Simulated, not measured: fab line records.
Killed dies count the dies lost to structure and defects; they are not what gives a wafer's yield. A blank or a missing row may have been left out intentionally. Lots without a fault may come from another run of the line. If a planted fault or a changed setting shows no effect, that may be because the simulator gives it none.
The same fault as seen by 3 desks + flow n5 finfet + what lay behind the numbers comes last; until then each desk has only its own

THE METROLOGY DESK
What the gauges read for every lot (on any tool): the sampled wafers with a number, averaged. The brackets show how far a lot's mean lies from the usual mean; more than 4 standard deviations puts the lot out of limits, marked OUT. Readings shown: 7 of its 26, picked as those furthest out on some lot.
Columns: A = M15_RS at N5_BEOL_M15_RS_MEAS_54, usual 0.02158 ohm/sq; B = COMB_M12 at N5_BEOL_M15_RC_MEAS_101, usual 6.4e-12 S/m; C = COMB_M13 at N5_BEOL_M15_RC_MEAS_101, usual 4.9e-12 S/m; D = COMB_M6 at N5_BEOL_M15_RC_MEAS_101, usual 2.6e-11 S/m; E = COMB_M8 at N5_BEOL_M15_RC_MEAS_101, usual 2.6e-11 S/m; F = COMB_M9 at N5_BEOL_M15_RC_MEAS_101, usual 1.49e-11 S/m; G = SERP_M8 at N5_BEOL_M15_RC_MEAS_101, usual 13.9 ohm/um
| lot  | first seen here | A       | B       | C       | D       | E       | F        | G    |
|------|-----------------|---------|---------|---------|---------|---------|----------|------|
| L504 | day 13 02:29    | 0.02159 | 6.7e-12 | 3.8e-12 | 2.3e-11 | 2.2e-11 | 1.61e-11 | 13.9 |
| L503 | day 13 02:55    | 0.02181 | 6.0e-12 | 5.0e-12 | 3.1e-11 | 2.5e-11 | 1.97e-11 | 13.7 |
| L513 | day 15 07:12    | 0.02118 | 8.5e-12 | 5.0e-12 | 3.1e-11 | 2.4e-11 | 1.70e-11 | 13.9 |
| L514 | day 15 10:06    | 0.02119 | 6.3e-12 | 4.0e-12 | 2.2e-11 | 1.9e-11 | 1.31e-11 | 13.3 |
| L512 | day 15 10:22    | 0.02151 | 6.3e-12 | 4.6e-12 | 3.7e-11 | 3.1e-11 | 1.32e-11 | 14.0 |
| L515 | day 16 07:35    | 0.02145 | 5.6e-12 | 7.1e-12 | 2.1e-11 | 2.3e-11 | 1.52e-11 | 13.1 |
| L516 | day 16 13:07    | 0.02155 | 7.9e-12 | 4.8e-12 | 2.4e-11 | 3.4e-11 | 1.27e-11 | 14.0 |
Result from this desk: across the 7 lots, nothing is out of limits.

THE TOOL OWNER'S DESK: pvd sputter-01
At N5_MIM_BOT_SPUTTER_00 (material TiN, target thk 35 nm, time 89.7 s) the tool's own readings: per lot run on this tool, the mean of the sampled wafers that have a number. The brackets show how far a lot's mean lies from the usual mean; more than 4 standard deviations puts the lot out of limits, marked OUT.
Columns: A = throttle valve pct at N5_MIM_BOT_SPUTTER_00, usual 30.3 %
| lot  | first seen here | A    |
|------|-----------------|------|
| L503 | day 13 05:03    | 30.9 |
| L514 | day 15 11:29    | 31.1 |
| L515 | day 16 11:19    | 30.0 |
| L516 | day 16 16:28    | 31.0 |
Result from this desk: across the 4 lots, nothing is out of limits.

THE DEFECT DESK
Inspection counts along the route, by lot: the mean over sampled wafers that carry a number. The brackets show how far a lot's mean lies from the usual mean; more than 4 standard deviations puts the lot out of limits, marked OUT.
Columns: A = raw defect count at N5_BEOL_M15_INSPECT_55, usual 73
| lot  | first seen here | A   |
|------|-----------------|-----|
| L504 | day 13 02:38    | 48  |
| L503 | day 13 03:04    | 74  |
| L513 | day 15 07:21    | 102 |
| L514 | day 15 10:15    | 60  |
| L512 | day 15 10:31    | 57  |
| L515 | day 16 07:44    | 52  |
| L516 | day 16 13:16    | 60  |
Result from this desk: across the 7 lots, nothing is out of limits.

TAKEN TOGETHER
From the metrology desk's view, nothing was out of limits.
Nothing out of limits was seen by the tool owner's desk.
The defect desk saw nothing out of limits.

WHAT HAD BEEN PUT IN BY THE SIMULATOR
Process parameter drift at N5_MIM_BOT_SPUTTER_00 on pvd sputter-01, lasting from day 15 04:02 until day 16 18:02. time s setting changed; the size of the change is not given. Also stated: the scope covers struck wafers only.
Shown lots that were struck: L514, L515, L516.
